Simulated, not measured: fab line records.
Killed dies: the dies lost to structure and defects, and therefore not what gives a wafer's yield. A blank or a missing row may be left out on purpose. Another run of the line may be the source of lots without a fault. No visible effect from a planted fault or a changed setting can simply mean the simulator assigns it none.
Which tool was responsible?	flow n5 finfet	72 wafers from 24 lots sampled at 6 of the route's 1938 steps

WHAT THE GAUGES SHOWED, per wafer
N5_HKMG_FIN_OVL_MEAS_50. Usual: for NDIPOLE_OVL the level is 0.1 nm and the standard deviation is 0.81.
lot	measured	on	NDIPOLE_OVL (nm)	flag
L074	day 4 03:02	overlay-01	0.7 0.9 1.1	
L075	day 4 05:23	overlay-02	-0.4 -0.1 1.0	
L076	day 4 13:05	overlay-01	-1.2 -0.3 -0.7	
L077	day 4 17:50	overlay-02	-0.2 -0.2 0.4	
L078	day 4 23:26	overlay-02	-1.3 0.6 0.0	
L079	day 5 05:26	overlay-01	-1.5 -1.2 0.4	
L080	day 5 10:50	overlay-01	0.5 0.4 -0.3	
L081	day 5 21:48	overlay-02	0.4 -0.2 -0.4	
L082	day 6 03:37	overlay-01	1.5 0.1 1.1	
L083	day 6 06:59	overlay-01	1.0 1.4 1.0	
L084	day 6 16:08	overlay-02	-0.9 0.1 0.4	
L085	day 6 16:36	overlay-02	-0.5 -1.6 -0.7	
L086	day 6 23:14	overlay-02	-0.3 -0.2 -0.6	
L087	day 7 06:37	overlay-02	-1.2 0.4 1.0	
L088	day 7 11:07	overlay-01	1.0 1.3 0.2	
L089	day 7 17:10	overlay-02	0.2 -0.6 0.4	
L090	day 7 23:52	overlay-02	-0.2 0.4 0.6	
L091	day 8 04:46	overlay-01	-0.1 1.0 0.1	
L092	day 8 10:36	overlay-02	0.5 1.0 0.9	
L093	day 8 16:26	overlay-02	-0.5 -1.1 0.8	
L094	day 8 23:49	overlay-01	0.8 -0.7 0.0	
L095	day 9 10:24	overlay-01	0.4 -0.4 -0.4	
L096	day 9 11:16	overlay-01	1.0 0.5 0.8	
L097	day 9 23:10	overlay-02	-0.5 1.0 0.1	

N5_GATE_CUT_OVL_MEAS_14. Usual: for GATE_CUT_OVL the level is -0.1 nm and the standard deviation is 0.66.
lot	measured	on	GATE_CUT_OVL (nm)	flag
L074	day 4 14:56	overlay-01	-0.5 0.2 -0.2	
L075	day 4 17:09	overlay-02	-0.2 0.1 -0.1	
L076	day 5 01:08	overlay-02	-0.2 1.2 0.0	
L077	day 5 06:57	overlay-01	0.6 0.8 1.1	
L078	day 5 11:23	overlay-02	-1.8 -0.2 0.4	
L079	day 5 17:14	overlay-02	0.0 0.1 0.0	
L080	day 5 22:59	overlay-02	-1.4 -0.9 -1.5	
L081	day 6 09:06	overlay-01	-1.3 -0.5 -0.1	
L082	day 6 15:50	overlay-02	0.3 0.3 0.0	
L083	day 6 18:40	overlay-01	-0.5 0.2 0.0	
L084	day 7 04:17	overlay-02	0.0 -0.5 0.9	
L085	day 7 04:56	overlay-01	0.1 0.1 0.1	
L086	day 7 10:38	overlay-01	0.6 -0.5 -0.9	
L087	day 7 18:09	overlay-02	-0.7 -0.1 -0.5	
L088	day 8 00:05	overlay-01	-0.1 -0.5 0.6	
L089	day 8 05:03	overlay-02	-0.1 -0.1 0.3	
L090	day 8 11:41	overlay-02	0.2 0.4 1.9	
L091	day 8 17:28	overlay-01	1.2 -0.7 0.7	
L092	day 8 23:01	overlay-01	-0.3 0.2 0.1	
L093	day 9 04:00	overlay-01	0.0 -0.4 0.6	
L094	day 9 11:40	overlay-01	-1.1 -1.6 -0.4	
L095	day 9 23:12	overlay-01	-0.3 0.2 1.2	
L096	day 10 00:23	overlay-02	-0.3 0.3 -0.4	
L097	day 10 11:28	overlay-01	-1.0 -0.6 -0.5	

WHAT TOOL EACH LOT RAN ON (gives the tool, then ch and the chambers of the sampled wafers, and finally the start)
lot	N5_HKMG_FIN_ALD_74	N5_HKMG_FIN_ALD_75	N5_HKMG_FIN_STRIP_88	N5_HKMG_FIN_W_FILL_22
L074	ald hk-02 ch 0,3, day 4 02:27	ald hk-02 ch 0,3, day 4 02:32	plasma asher-02 ch 0,1, day 4 07:57	cvd w-02 ch 1, day 4 10:01
L075	ald hk-02 ch 0,1,3, day 4 04:56	ald hk-02 ch 0,1,3, day 4 05:00	plasma asher-02 ch 0,1, day 4 10:31	cvd w-02 ch 1, day 4 12:32
L076	ald hk-01 ch 0,2,3, day 4 12:30	ald hk-01 ch 0,2,3, day 4 12:35	plasma asher-02 ch 0,1, day 4 18:04	cvd w-01 ch 0,1, day 4 20:04
L077	ald hk-03 ch 0,1, day 4 17:23	ald hk-03 ch 0,1, day 4 17:28	plasma asher-02 ch 0,1, day 4 23:13	cvd w-01 ch 0,1, day 5 01:16
L078	ald hk-03 ch 0,1,3, day 4 22:52	ald hk-03 ch 0,1,3, day 4 22:56	plasma asher-01 ch 0,1, day 5 04:43	cvd w-02 ch 0,1, day 5 06:50
L079	ald hk-02 ch 1,2,3, day 5 04:59	ald hk-02 ch 1,2,3, day 5 05:04	plasma asher-02 ch 0, day 5 10:49	cvd w-01 ch 0,1, day 5 12:49
L080	ald hk-01 ch 0,1,3, day 5 10:16	ald hk-01 ch 0,1,3, day 5 10:20	plasma asher-01 ch 0,1, day 5 15:53	cvd w-02 ch 0,1, day 5 18:03
L081	ald hk-01 ch 0,1,2, day 5 21:21	ald hk-01 ch 0,1,2, day 5 21:26	plasma asher-01 ch 0,1, day 6 02:41	cvd w-02 ch 0,1, day 6 04:40
L082	ald hk-01 ch 0,2, day 6 03:10	ald hk-01 ch 0,2, day 6 03:14	plasma asher-02 ch 0,1, day 6 08:40	cvd w-01 ch 0,1, day 6 10:43
L083	ald hk-03 ch 0,2,3, day 6 06:25	ald hk-03 ch 0,2,3, day 6 06:29	plasma asher-01 ch 0,1, day 6 11:52	cvd w-01 ch 0,1, day 6 13:51
L084	ald hk-02 ch 1,2, day 6 15:39	ald hk-02 ch 1,2, day 6 15:44	plasma asher-01 ch 0,1, day 6 21:50	cvd w-02 ch 1, day 6 23:49
L085	ald hk-01 ch 0,1,2, day 6 16:09	ald hk-01 ch 0,1,2, day 6 16:13	plasma asher-02 ch 0,1, day 6 22:31	cvd w-01 ch 0,1, day 7 00:23
L086	ald hk-03 ch 0,1,2, day 6 22:47	ald hk-03 ch 0,1,2, day 6 22:52	plasma asher-01 ch 0,1, day 7 04:08	cvd w-02 ch 0,1, day 7 06:07
L087	ald hk-02 ch 0,1,2, day 7 06:11	ald hk-02 ch 0,1,2, day 7 06:15	plasma asher-01 ch 0,1, day 7 11:41	cvd w-01 ch 0,1, day 7 13:35
L088	ald hk-03 ch 0,2,3, day 7 10:41	ald hk-03 ch 0,2,3, day 7 10:45	plasma asher-01 ch 0,1, day 7 16:05	cvd w-02 ch 0,1, day 7 18:05
L089	ald hk-03 ch 0,3, day 7 16:43	ald hk-03 ch 0,3, day 7 16:48	plasma asher-02 ch 0,1, day 7 22:14	cvd w-01 ch 0,1, day 8 00:14
L090	ald hk-01 ch 0,2,3, day 7 23:25	ald hk-01 ch 0,2,3, day 7 23:29	plasma asher-02 ch 0,1, day 8 04:56	cvd w-01 ch 0,1, day 8 06:55
L091	ald hk-01 ch 1,2,3, day 8 04:11	ald hk-01 ch 1,2,3, day 8 04:16	plasma asher-02 ch 0,1, day 8 10:11	cvd w-01 ch 0,1, day 8 12:16
L092	ald hk-02 ch 0,1,2, day 8 10:02	ald hk-02 ch 0,1,2, day 8 10:06	plasma asher-02 ch 0,1, day 8 15:46	cvd w-02 ch 0,1, day 8 17:53
L093	ald hk-03 ch 0,1,3, day 8 15:59	ald hk-03 ch 0,1,3, day 8 16:04	plasma asher-02 ch 0,1, day 8 21:35	cvd w-02 ch 0,1, day 8 23:34
L094	ald hk-03 ch 2,3, day 8 23:15	ald hk-03 ch 2,3, day 8 23:19	plasma asher-01 ch 0,1, day 9 05:03	cvd w-02 ch 1, day 9 07:03
L095	ald hk-01 ch 0,1,3, day 9 09:57	ald hk-01 ch 0,1,3, day 9 10:02	plasma asher-01 ch 0,1, day 9 15:42	cvd w-01 ch 0,1, day 9 17:52
L096	ald hk-01 ch 0,3, day 9 10:49	ald hk-01 ch 0,3, day 9 10:53	plasma asher-02 ch 0,1, day 9 16:23	cvd w-01 ch 0,1, day 9 18:19
L097	ald hk-03 ch 0,3, day 9 22:35	ald hk-03 ch 0,3, day 9 22:40	plasma asher-02 ch 0, day 10 04:51	cvd w-02 ch 0,1, day 10 06:50
- N5_HKMG_FIN_ALD_74: deposits La2O3, target thk 0.5 nm, pulse time 6 s, co reactant pulse time 1 s.
- N5_HKMG_FIN_ALD_75: deposits Al2O3, target thk 1 nm, co reactant pulse time 1 s.
- N5_HKMG_FIN_STRIP_88: strips in N2/H2, time 360 s.
- N5_HKMG_FIN_W_FILL_22: material W, target thk 60 nm, time 18.2 s.

WHAT THE TOOLS THEMSELVES READ (means of the sampled wafers that have a number; where no wafer has one, the mark that the record gives instead)
N5_HKMG_FIN_ALD_74. Usual: heater power outer w 187 W, standard deviation 22; heater power w 347 W, standard deviation 36; precursor pulse height rel 0.998, standard deviation 0.021.
lot	tool	heater power outer w (W)	heater power w (W)	precursor pulse height rel	flag
L074	ald hk-02	198	379	0.998	
L075	ald hk-02	193	367	0.997	
L076	ald hk-01	163	302	0.993	
L077	ald hk-03	188	357	1.008	
L078	ald hk-03	201	365	1.011	
L079	ald hk-02	197	370	0.985	
L080	ald hk-01	171	318	1.008	
L081	ald hk-01	169	322	1.005	
L082	ald hk-01	163	308	0.994	
L083	ald hk-03	202	369	1.007	
L084	ald hk-02	188	341	0.979	
L085	ald hk-01	172	318	0.993	
L086	ald hk-03	196	368	1.019	
L087	ald hk-02	179	347	1.006	
L088	ald hk-03	205	371	1.014	
L089	ald hk-03	213	384	1.011	
L090	ald hk-01	164	306	1.021	
L091	ald hk-01	173	321	0.998	
L092	ald hk-02	181	336	0.988	
L093	ald hk-03	203	369	0.999	
L094	ald hk-03	209	373	0.997	
L095	ald hk-01	170	321	1.011	
L096	ald hk-01	162	300	1.018	
L097	ald hk-03	217	379	0.998	

N5_HKMG_FIN_ALD_75. Usual: heater power outer w 77 W, standard deviation 9; heater power w 150 W, standard deviation 15; precursor pulse height rel 1.000, standard deviation 0.019.
lot	tool	heater power outer w (W)	heater power w (W)	precursor pulse height rel	flag
L074	ald hk-02	83	162	1.015	
L075	ald hk-02	79	158	0.998	
L076	ald hk-01	67	132	1.001	
L077	ald hk-03	79	155	0.984	
L078	ald hk-03	83	160	0.988	
L079	ald hk-02	81	160	1.001	
L080	ald hk-01	69	137	1.006	
L081	ald hk-01	72	140	1.026	
L082	ald hk-01	68	134	1.001	
L083	ald hk-03	86	161	1.007	
L084	ald hk-02	79	147	1.011	
L085	ald hk-01	72	138	0.988	
L086	ald hk-03	83	156	0.987	
L087	ald hk-02	76	147	0.988	
L088	ald hk-03	86	160	0.988	
L089	ald hk-03	89	166	0.973	
L090	ald hk-01	67	132	0.985	
L091	ald hk-01	73	138	1.008	
L092	ald hk-02	75	147	1.007	
L093	ald hk-03	84	158	1.009	
L094	ald hk-03	86	163	1.008	
L095	ald hk-01	70	136	0.997	
L096	ald hk-01	67	130	0.998	
L097	ald hk-03	90	167	1.009	

N5_HKMG_FIN_STRIP_88. Usual: drypump motor current A 5.6 A, standard deviation 0.33; heater power w 457 W, standard deviation 16; n2 flow sccm 1750 sccm, standard deviation 5.1; temp c 300.00 C, standard deviation 0.21.
lot	tool	drypump motor current A (A)	heater power w (W)	n2 flow sccm (sccm)	temp c (C)	flag
L074	plasma asher-02	5.4	456	1749	300.33	
L075	plasma asher-02	5.4	468	1752	299.73	
L076	plasma asher-02	5.4	446	1750	300.04	
L077	plasma asher-02	5.4	451	1752	300.10	
L078	plasma asher-01	6.0	450	1756	300.31	
L079	plasma asher-02	5.3	477	1747	300.03	
L080	plasma asher-01	6.0	457	1751	300.03	
L081	plasma asher-01	5.9	456	1749	300.00	
L082	plasma asher-02	5.4	466	1748	300.00	
L083	plasma asher-01	5.9	449	1744	299.79	
L084	plasma asher-01	5.9	444	1758	299.88	
L085	plasma asher-02	5.4	459	1751	299.98	
L086	plasma asher-01	5.9	454	1749	300.08	
L087	plasma asher-01	6.0	455	1745	299.84	
L088	plasma asher-01	6.0	460	1752	300.04	
L089	plasma asher-02	5.4	452	1753	299.82	
L090	plasma asher-02	5.4	454	1748	300.22	
L091	plasma asher-02	5.4	466	1745	299.95	
L092	plasma asher-02	5.4	450	1754	300.11	
L093	plasma asher-02	5.4	465	1750	300.21	
L094	plasma asher-01	6.0	455	1755	300.04	
L095	plasma asher-01	6.0	453	1753	299.87	
L096	plasma asher-02	5.4	466	1748	299.93	
L097	plasma asher-02	5.2	475	1750	299.91	

N5_HKMG_FIN_W_FILL_22. Usual: chamber pressure Torr 39.39 Torr, standard deviation 0.083; heater power outer w 547 W, standard deviation 78; heater power w 903 W, standard deviation 100; throttle valve pct 18.8 %, standard deviation 0.4.
lot	tool	chamber pressure Torr (Torr)	heater power outer w (W)	heater power w (W)	throttle valve pct (%)	flag
L074	cvd w-02	39.37	654	1046	18.1	
L075	cvd w-02	39.32	656	1062	18.2	
L076	cvd w-01	39.43	491	843	18.8	
L077	cvd w-01	39.40	476	815	19.0	
L078	cvd w-02	39.38	568	918	18.7	
L079	cvd w-01	39.38	478	803	18.9	
L080	cvd w-02	39.44	567	919	18.5	
L081	cvd w-02	39.32	616	990	18.4	
L082	cvd w-01	39.41	494	842	19.0	
L083	cvd w-01	39.41	494	832	19.1	
L084	cvd w-02	39.37	647	1054	18.4	
L085	cvd w-01	39.35	489	844	19.0	
L086	cvd w-02	39.38	572	934	18.7	
L087	cvd w-01	39.53	495	829	19.0	
L088	cvd w-02	39.46	569	926	18.8	
L089	cvd w-01	39.42	480	800	19.1	
L090	cvd w-01	39.40	498	841	19.2	
L091	cvd w-01	39.44	496	841	19.0	
L092	cvd w-02	39.51	576	923	18.7	
L093	cvd w-02	39.35	611	992	18.6	
L094	cvd w-02	39.36	662	1044	18.3	
L095	cvd w-01	39.36	484	813	19.2	
L096	cvd w-01	39.36	501	832	19.1	
L097	cvd w-02	39.46	568	924	18.7	

THE ANSWER, worked out from the rows above alone
Rule: take the mean of a lot's wafers that have a number; if it is more than 3 standard deviations from the usual mean, the lot is off. Also off: a lot with no number at a reading for which 4 or more lots have one. Where the step has rows for the other lots, those lots are counted as sound. Order of review: gauges by route order, followed by the tools' own readings, for which a lot's mean as printed above is used. The first step at which some lot is off is used, and at that step the reading that is off furthest; a lot without a number counts as furthest.
None of the lots is off at any reading shown; this tells nothing.

WHAT HAD BEEN PUT IN BY THE SIMULATOR
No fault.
